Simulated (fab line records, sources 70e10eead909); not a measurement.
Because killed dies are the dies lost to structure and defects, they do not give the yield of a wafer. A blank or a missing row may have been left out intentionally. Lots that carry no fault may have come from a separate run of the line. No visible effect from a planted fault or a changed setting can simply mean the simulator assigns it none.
The tool behind it: which one? / flow nand_harc / 36 wafers from 12 lots sampled at 5 of the route's 1159 steps

## WHAT EACH GAUGE READ, for each wafer
NHARC_END_SORT_01. Usual: killed_at_array 26, standard deviation 9; killed_at_other 0.8, standard deviation 1.2; killed_at_periphery 3.2, standard deviation 2.3; killed_dies 30, standard deviation 9.1; killed_open 3.5, standard deviation 2; killed_short 1.8, standard deviation 1.4.
lot=L236; measured=day 23 04:27; on=prober-02; killed_at_array=15 9 13; killed_at_other=0 0 1; killed_at_periphery=2 6 2; killed_dies=17 15 16; killed_open=7 1 2; killed_short=2 2 3; flag=
lot=L237; measured=day 23 02:52; on=prober-01; killed_at_array=26 23 21; killed_at_other=0 3 2; killed_at_periphery=2 3 3; killed_dies=28 29 26; killed_open=3 2 3; killed_short=1 4 2; flag=

## WHAT TOOL EACH LOT RAN ON (gives the tool, then ch and the chambers of the sampled wafers, and finally the start)
lot=L221; NHARC_A_STAIRCASE_ETCH_452=rie_diel-07 ch 0,1, day 12 09:16 or earlier; NHARC_A_STAIRCASE_ETCH_294=rie_diel-07 ch 0,2, day 12 09:16 or earlier; NHARC_A_STAIRCASE_STRIP_295=rie_diel-07 ch 1,2, day 12 09:16 or earlier; NHARC_A_STAIRCASE_DEP_151=pecvd-03 ch 1,2, day 12 09:16
lot=L225; NHARC_A_STAIRCASE_ETCH_452=rie_diel-07 ch 0,1,3, day 13 01:07 or earlier; NHARC_A_STAIRCASE_ETCH_294=rie_diel-07 ch 0,2,3, day 13 01:07 or earlier; NHARC_A_STAIRCASE_STRIP_295=rie_diel-07 ch 1,2,3, day 13 01:07 or earlier; NHARC_A_STAIRCASE_DEP_151=pecvd-01 ch 0,1,2, day 13 01:07
lot=L226; NHARC_A_STAIRCASE_ETCH_452=rie_diel-07 ch 0,1,2, day 13 14:56 or earlier; NHARC_A_STAIRCASE_ETCH_294=rie_diel-07 ch 0,1, day 13 14:56 or earlier; NHARC_A_STAIRCASE_STRIP_295=rie_diel-07 ch 0,1,2, day 13 14:56 or earlier; NHARC_A_STAIRCASE_DEP_151=pecvd-01 ch 0,1, day 13 14:56
lot=L227; NHARC_A_STAIRCASE_ETCH_452=rie_diel-02 ch 0,1,3, day 13 18:51 or earlier; NHARC_A_STAIRCASE_ETCH_294=rie_diel-02 ch 2,3, day 13 18:51 or earlier; NHARC_A_STAIRCASE_STRIP_295=rie_diel-02 ch 1,2,3, day 13 18:51 or earlier; NHARC_A_STAIRCASE_DEP_151=pecvd-04 ch 0,2, day 13 18:51
lot=L228; NHARC_A_STAIRCASE_ETCH_452=rie_diel-07 ch 0,2,3, day 14 06:36 or earlier; NHARC_A_STAIRCASE_ETCH_294=rie_diel-07 ch 0,3, day 14 06:36 or earlier; NHARC_A_STAIRCASE_STRIP_295=rie_diel-07 ch 2,3, day 14 06:36 or earlier; NHARC_A_STAIRCASE_DEP_151=pecvd-01 ch 0,2, day 14 06:36
lot=L229; NHARC_A_STAIRCASE_ETCH_452=rie_diel-07 ch 0,1,3, day 14 17:33 or earlier; NHARC_A_STAIRCASE_ETCH_294=rie_diel-07 ch 1,2, day 14 17:33 or earlier; NHARC_A_STAIRCASE_STRIP_295=rie_diel-07 ch 1,2, day 14 17:33 or earlier; NHARC_A_STAIRCASE_DEP_151=pecvd-04 ch 0,2, day 14 17:33
lot=L233; NHARC_A_STAIRCASE_ETCH_452=rie_diel-07 ch 0,1, day 16 00:10 or earlier; NHARC_A_STAIRCASE_ETCH_294=rie_diel-07 ch 0,3, day 16 00:10 or earlier; NHARC_A_STAIRCASE_STRIP_295=rie_diel-07 ch 1,2,3, day 16 00:10 or earlier; NHARC_A_STAIRCASE_DEP_151=pecvd-03 ch 0,1, day 16 00:10
lot=L236; NHARC_A_STAIRCASE_ETCH_452=rie_diel-06 ch 0,1, day 15 10:08; NHARC_A_STAIRCASE_ETCH_294=rie_diel-06 ch 1,2,3, day 16 08:17 or earlier; NHARC_A_STAIRCASE_STRIP_295=rie_diel-06 ch 0,1, day 16 08:17 or earlier; NHARC_A_STAIRCASE_DEP_151=pecvd-01 ch 1,2, day 16 08:17
lot=L237; NHARC_A_STAIRCASE_ETCH_452=rie_diel-06 ch 0,1, day 16 18:49 or earlier; NHARC_A_STAIRCASE_ETCH_294=rie_diel-06 ch 0,2,3, day 16 18:49 or earlier; NHARC_A_STAIRCASE_STRIP_295=rie_diel-06 ch 1,2,3, day 16 18:49 or earlier; NHARC_A_STAIRCASE_DEP_151=pecvd-01 ch 0,1,2, day 16 18:49
lot=L238; NHARC_A_STAIRCASE_ETCH_452=rie_diel-06 ch 0,1,2, day 17 01:15 or earlier; NHARC_A_STAIRCASE_ETCH_294=rie_diel-06 ch 1,2, day 17 01:15 or earlier; NHARC_A_STAIRCASE_STRIP_295=rie_diel-06 ch 0,1,2, day 17 01:15 or earlier; NHARC_A_STAIRCASE_DEP_151=pecvd-01 ch 0,1,2, day 17 01:15
lot=L242; NHARC_A_STAIRCASE_ETCH_452=rie_diel-07 ch 1,2,3, day 18 02:03 or earlier; NHARC_A_STAIRCASE_ETCH_294=rie_diel-07 ch 0,1,2, day 18 02:03 or earlier; NHARC_A_STAIRCASE_STRIP_295=rie_diel-07 ch 0,1,2, day 18 02:03 or earlier; NHARC_A_STAIRCASE_DEP_151=pecvd-03 ch 0,1,2, day 18 02:03
lot=L244; NHARC_A_STAIRCASE_ETCH_452=rie_diel-02 ch 0,2,3, day 18 21:05 or earlier; NHARC_A_STAIRCASE_ETCH_294=rie_diel-02 ch 0,3, day 18 21:05 or earlier; NHARC_A_STAIRCASE_STRIP_295=rie_diel-02 ch 1,2, day 18 21:05 or earlier; NHARC_A_STAIRCASE_DEP_151=pecvd-03 ch 0,1,2, day 18 21:05
- NHARC_A_STAIRCASE_ETCH_452: etches the open film in CF4/O2, target depth 30 nm, overetch 3 nm, time 16.5 s.
- NHARC_A_STAIRCASE_ETCH_294: etches the open film in C4F8/O2/Ar, target depth 4992 nm, time 1212.4 s.
- NHARC_A_STAIRCASE_STRIP_295: strips in O2.
- NHARC_A_STAIRCASE_DEP_151: deposits SiO2, target thk 3800 nm.

## WHAT THE TOOLS THEMSELVES READ (means of the sampled wafers that have a number; where no wafer has one, the mark that the record gives instead)
NHARC_A_STAIRCASE_ETCH_452. Usual: for bias_w, 100.1 W with a standard deviation of 0.3; for chamber_pressure_mTorr, 30.002 mTorr with a standard deviation of 0.027; for drypump_motor_current_A, 6.0 A with a standard deviation of 0.39; for oes_product_au, 1.001 a.u. with a standard deviation of 0.012; for rf_vpp_V, 198.3 V with a standard deviation of 1.3; for showerhead_plenum_p_Torr, 1.36 Torr with a standard deviation of 0.053; for throttle_valve_pct, 13.396 % with a standard deviation of 0.0086.
lot=L221; tool=rie_diel-07; bias_w (W)=100.1; chamber_pressure_mTorr (mTorr)=29.986; drypump_motor_current_A (A)=5.7; oes_product_au (a.u.)=1.012; rf_vpp_V (V)=198.3; showerhead_plenum_p_Torr (Torr)=1.35; throttle_valve_pct (%)=13.395; flag=
lot=L225; tool=rie_diel-07; bias_w (W)=100.0; chamber_pressure_mTorr (mTorr)=30.025; drypump_motor_current_A (A)=5.7; oes_product_au (a.u.)=1.006; rf_vpp_V (V)=199.3; showerhead_plenum_p_Torr (Torr)=1.37; throttle_valve_pct (%)=13.396; flag=
lot=L226; tool=rie_diel-07; bias_w (W)=100.0; chamber_pressure_mTorr (mTorr)=30.022; drypump_motor_current_A (A)=5.9; oes_product_au (a.u.)=1.013; rf_vpp_V (V)=198.8; showerhead_plenum_p_Torr (Torr)=1.38; throttle_valve_pct (%)=13.392; flag=
lot=L227; tool=rie_diel-02; bias_w (W)=100.4; chamber_pressure_mTorr (mTorr)=29.964; drypump_motor_current_A (A)=6.1; oes_product_au (a.u.)=0.987; rf_vpp_V (V)=196.8; showerhead_plenum_p_Torr (Torr)=1.29; throttle_valve_pct (%)=13.402; flag=
lot=L228; tool=rie_diel-07; bias_w (W)=100.0; chamber_pressure_mTorr (mTorr)=29.993; drypump_motor_current_A (A)=5.9; oes_product_au (a.u.)=0.998; rf_vpp_V (V)=199.3; showerhead_plenum_p_Torr (Torr)=1.41; throttle_valve_pct (%)=13.392; flag=
lot=L229; tool=rie_diel-07; bias_w (W)=100.0; chamber_pressure_mTorr (mTorr)=29.998; drypump_motor_current_A (A)=5.7; oes_product_au (a.u.)=1.007; rf_vpp_V (V)=199.5; showerhead_plenum_p_Torr (Torr)=1.37; throttle_valve_pct (%)=13.392; flag=
lot=L233; tool=rie_diel-07; bias_w (W)=99.9; chamber_pressure_mTorr (mTorr)=29.991; drypump_motor_current_A (A)=6.0; oes_product_au (a.u.)=1.012; rf_vpp_V (V)=198.6; showerhead_plenum_p_Torr (Torr)=1.37; throttle_valve_pct (%)=13.389; flag=
lot=L236; tool=rie_diel-06; bias_w (W)=100.0; chamber_pressure_mTorr (mTorr)=29.990; drypump_motor_current_A (A)=6.3; oes_product_au (a.u.)=1.013; rf_vpp_V (V)=196.4; showerhead_plenum_p_Torr (Torr)=1.29; throttle_valve_pct (%)=13.397; flag=
lot=L237; tool=rie_diel-06; bias_w (W)=100.0; chamber_pressure_mTorr (mTorr)=29.993; drypump_motor_current_A (A)=6.2; oes_product_au (a.u.)=1.018; rf_vpp_V (V)=197.6; showerhead_plenum_p_Torr (Torr)=1.30; throttle_valve_pct (%)=13.388; flag=
lot=L238; tool=rie_diel-06; bias_w (W)=100.1; chamber_pressure_mTorr (mTorr)=29.994; drypump_motor_current_A (A)=6.3; oes_product_au (a.u.)=1.009; rf_vpp_V (V)=197.0; showerhead_plenum_p_Torr (Torr)=1.31; throttle_valve_pct (%)=13.397; flag=
lot=L242; tool=rie_diel-07; bias_w (W)=99.9; chamber_pressure_mTorr (mTorr)=29.997; drypump_motor_current_A (A)=5.6; oes_product_au (a.u.)=1.001; rf_vpp_V (V)=199.0; showerhead_plenum_p_Torr (Torr)=1.37; throttle_valve_pct (%)=13.400; flag=
lot=L244; tool=rie_diel-02; bias_w (W)=100.2; chamber_pressure_mTorr (mTorr)=30.000; drypump_motor_current_A (A)=5.9; oes_product_au (a.u.)=0.983; rf_vpp_V (V)=199.5; showerhead_plenum_p_Torr (Torr)=1.41; throttle_valve_pct (%)=13.400; flag=

NHARC_A_STAIRCASE_ETCH_294. Usual: bias_w 2999 W, standard deviation 9; chamber_pressure_mTorr 25.002 mTorr, standard deviation 0.026; oes_product_au 0.935 a.u., standard deviation 0.012; rf_vpp_V 1831 V, standard deviation 9.9.
lot=L221; tool=rie_diel-07; bias_w (W)=2997; chamber_pressure_mTorr (mTorr)=24.996; oes_product_au (a.u.)=0.934; rf_vpp_V (V)=1843; flag=
lot=L225; tool=rie_diel-07; bias_w (W)=2995; chamber_pressure_mTorr (mTorr)=25.015; oes_product_au (a.u.)=0.930; rf_vpp_V (V)=1840; flag=
lot=L226; tool=rie_diel-07; bias_w (W)=3005; chamber_pressure_mTorr (mTorr)=24.994; oes_product_au (a.u.)=0.942; rf_vpp_V (V)=1833; flag=
lot=L227; tool=rie_diel-02; bias_w (W)=2991; chamber_pressure_mTorr (mTorr)=24.988; oes_product_au (a.u.)=0.925; rf_vpp_V (V)=1825; flag=
lot=L228; tool=rie_diel-07; bias_w (W)=2997; chamber_pressure_mTorr (mTorr)=25.003; oes_product_au (a.u.)=0.935; rf_vpp_V (V)=1837; flag=
lot=L229; tool=rie_diel-07; bias_w (W)=2995; chamber_pressure_mTorr (mTorr)=24.997; oes_product_au (a.u.)=0.928; rf_vpp_V (V)=1837; flag=
lot=L233; tool=rie_diel-07; bias_w (W)=2995; chamber_pressure_mTorr (mTorr)=24.997; oes_product_au (a.u.)=0.924; rf_vpp_V (V)=1836; flag=
lot=L236; tool=rie_diel-06; bias_w (W)=3006; chamber_pressure_mTorr (mTorr)=25.027; oes_product_au (a.u.)=0.966; rf_vpp_V (V)=1829; flag=
lot=L237; tool=rie_diel-06; bias_w (W)=2995; chamber_pressure_mTorr (mTorr)=25.002; oes_product_au (a.u.)=0.928; rf_vpp_V (V)=1825; flag=
lot=L238; tool=rie_diel-06; bias_w (W)=2997; chamber_pressure_mTorr (mTorr)=24.992; oes_product_au (a.u.)=0.933; rf_vpp_V (V)=1826; flag=
lot=L242; tool=rie_diel-07; bias_w (W)=2998; chamber_pressure_mTorr (mTorr)=24.988; oes_product_au (a.u.)=0.928; rf_vpp_V (V)=1834; flag=
lot=L244; tool=rie_diel-02; bias_w (W)=2993; chamber_pressure_mTorr (mTorr)=25.002; oes_product_au (a.u.)=0.925; rf_vpp_V (V)=1846; flag=

NHARC_A_STAIRCASE_STRIP_295. Usual: chamber_pressure_mTorr 60.00 mTorr, standard deviation 0.053; drypump_motor_current_A 6.0 A, standard deviation 0.39; oes_product_au 1.001 a.u., standard deviation 0.012; rf_vpp_V 57.9 V, standard deviation 0.86; showerhead_plenum_p_Torr 3.59 Torr, standard deviation 0.13; throttle_valve_pct 17.037 %, standard deviation 0.0092.
lot=L221; tool=rie_diel-07; chamber_pressure_mTorr (mTorr)=60.01; drypump_motor_current_A (A)=5.7; oes_product_au (a.u.)=1.015; rf_vpp_V (V)=57.8; showerhead_plenum_p_Torr (Torr)=3.59; throttle_valve_pct (%)=17.042; flag=
lot=L225; tool=rie_diel-07; chamber_pressure_mTorr (mTorr)=60.03; drypump_motor_current_A (A)=5.6; oes_product_au (a.u.)=1.003; rf_vpp_V (V)=58.5; showerhead_plenum_p_Torr (Torr)=3.65; throttle_valve_pct (%)=17.032; flag=
lot=L226; tool=rie_diel-07; chamber_pressure_mTorr (mTorr)=60.01; drypump_motor_current_A (A)=5.9; oes_product_au (a.u.)=1.013; rf_vpp_V (V)=57.8; showerhead_plenum_p_Torr (Torr)=3.64; throttle_valve_pct (%)=17.038; flag=
lot=L227; tool=rie_diel-02; chamber_pressure_mTorr (mTorr)=60.03; drypump_motor_current_A (A)=6.3; oes_product_au (a.u.)=0.993; rf_vpp_V (V)=58.4; showerhead_plenum_p_Torr (Torr)=3.52; throttle_valve_pct (%)=17.038; flag=
lot=L228; tool=rie_diel-07; chamber_pressure_mTorr (mTorr)=59.95; drypump_motor_current_A (A)=5.7; oes_product_au (a.u.)=0.998; rf_vpp_V (V)=58.8; showerhead_plenum_p_Torr (Torr)=3.71; throttle_valve_pct (%)=17.025; flag=
lot=L229; tool=rie_diel-07; chamber_pressure_mTorr (mTorr)=60.04; drypump_motor_current_A (A)=5.6; oes_product_au (a.u.)=1.007; rf_vpp_V (V)=58.0; showerhead_plenum_p_Torr (Torr)=3.58; throttle_valve_pct (%)=17.036; flag=
lot=L233; tool=rie_diel-07; chamber_pressure_mTorr (mTorr)=60.03; drypump_motor_current_A (A)=5.6; oes_product_au (a.u.)=1.006; rf_vpp_V (V)=58.1; showerhead_plenum_p_Torr (Torr)=3.63; throttle_valve_pct (%)=17.037; flag=
lot=L236; tool=rie_diel-06; chamber_pressure_mTorr (mTorr)=59.97; drypump_motor_current_A (A)=6.3; oes_product_au (a.u.)=1.007; rf_vpp_V (V)=57.0; showerhead_plenum_p_Torr (Torr)=3.40; throttle_valve_pct (%)=17.040; flag=
lot=L237; tool=rie_diel-06; chamber_pressure_mTorr (mTorr)=59.97; drypump_motor_current_A (A)=6.2; oes_product_au (a.u.)=1.003; rf_vpp_V (V)=57.6; showerhead_plenum_p_Torr (Torr)=3.55; throttle_valve_pct (%)=17.044; flag=
lot=L238; tool=rie_diel-06; chamber_pressure_mTorr (mTorr)=60.03; drypump_motor_current_A (A)=6.4; oes_product_au (a.u.)=1.002; rf_vpp_V (V)=58.1; showerhead_plenum_p_Torr (Torr)=3.47; throttle_valve_pct (%)=17.031; flag=
lot=L242; tool=rie_diel-07; chamber_pressure_mTorr (mTorr)=60.05; drypump_motor_current_A (A)=5.9; oes_product_au (a.u.)=1.004; rf_vpp_V (V)=57.8; showerhead_plenum_p_Torr (Torr)=3.62; throttle_valve_pct (%)=17.030; flag=
lot=L244; tool=rie_diel-02; chamber_pressure_mTorr (mTorr)=59.96; drypump_motor_current_A (A)=6.6; oes_product_au (a.u.)=0.999; rf_vpp_V (V)=58.5; showerhead_plenum_p_Torr (Torr)=3.63; throttle_valve_pct (%)=17.034; flag=

NHARC_A_STAIRCASE_DEP_151. Usual: heater_power_w 640 W, standard deviation 69; mfc_precursor_sccm 199.9 sccm, standard deviation 0.55.
lot=L221; tool=pecvd-03; heater_power_w (W)=656; mfc_precursor_sccm (sccm)=200.0; flag=
lot=L225; tool=pecvd-01; heater_power_w (W)=652; mfc_precursor_sccm (sccm)=199.5; flag=
lot=L226; tool=pecvd-01; heater_power_w (W)=585; mfc_precursor_sccm (sccm)=200.2; flag=
lot=L227; tool=pecvd-04; heater_power_w (W)=654; mfc_precursor_sccm (sccm)=200.0; flag=
lot=L228; tool=pecvd-01; heater_power_w (W)=577; mfc_precursor_sccm (sccm)=200.2; flag=
lot=L229; tool=pecvd-04; heater_power_w (W)=662; mfc_precursor_sccm (sccm)=200.0; flag=
lot=L233; tool=pecvd-03; heater_power_w (W)=638; mfc_precursor_sccm (sccm)=199.7; flag=
lot=L236; tool=pecvd-01; heater_power_w (W)=614; mfc_precursor_sccm (sccm)=211.9; flag=OFF
lot=L237; tool=pecvd-01; heater_power_w (W)=669; mfc_precursor_sccm (sccm)=211.9; flag=OFF
lot=L238; tool=pecvd-01; heater_power_w (W)=669; mfc_precursor_sccm (sccm)=211.6; flag=OFF
lot=L242; tool=pecvd-03; heater_power_w (W)=704; mfc_precursor_sccm (sccm)=200.0; flag=
lot=L244; tool=pecvd-03; heater_power_w (W)=625; mfc_precursor_sccm (sccm)=200.2; flag=

## THE ANSWER, worked out from the rows above alone
Rule: lot off if the mean of its wafers having a number is beyond 3 standard deviations from the usual mean. A lot without any number at a reading at which 4 lots or more have one is off too. The other lots that the step has rows for count as sound. Order of review: gauges by route order, followed by the tools' own readings, for which a lot's mean as printed above is used. The first step at which some lot is off is used, and at that step the reading that is off furthest; a lot without a number counts as furthest.
Off at NHARC_A_STAIRCASE_DEP_151 (mfc_precursor_sccm): L236, L237, L238.
A tool fits if, at that step or a process step before it, it ran every lot that is off, and no sound lot after the first of them. With no start given for some of its lots, NHARC_A_STAIRCASE_ETCH_452 uses the hours and lot order of NHARC_A_STAIRCASE_DEP_151. With no start given for some of its lots, NHARC_A_STAIRCASE_ETCH_294 uses the hours and lot order of NHARC_A_STAIRCASE_DEP_151. With no start given for some of its lots, NHARC_A_STAIRCASE_STRIP_295 uses the hours and lot order of NHARC_A_STAIRCASE_DEP_151. Can't be told from this: 2 tools fit, rie_diel-06 at NHARC_A_STAIRCASE_ETCH_452 and NHARC_A_STAIRCASE_ETCH_294 and NHARC_A_STAIRCASE_STRIP_295, pecvd-01 at NHARC_A_STAIRCASE_DEP_151.

## WHAT THE SIMULATOR HAD INSERTED
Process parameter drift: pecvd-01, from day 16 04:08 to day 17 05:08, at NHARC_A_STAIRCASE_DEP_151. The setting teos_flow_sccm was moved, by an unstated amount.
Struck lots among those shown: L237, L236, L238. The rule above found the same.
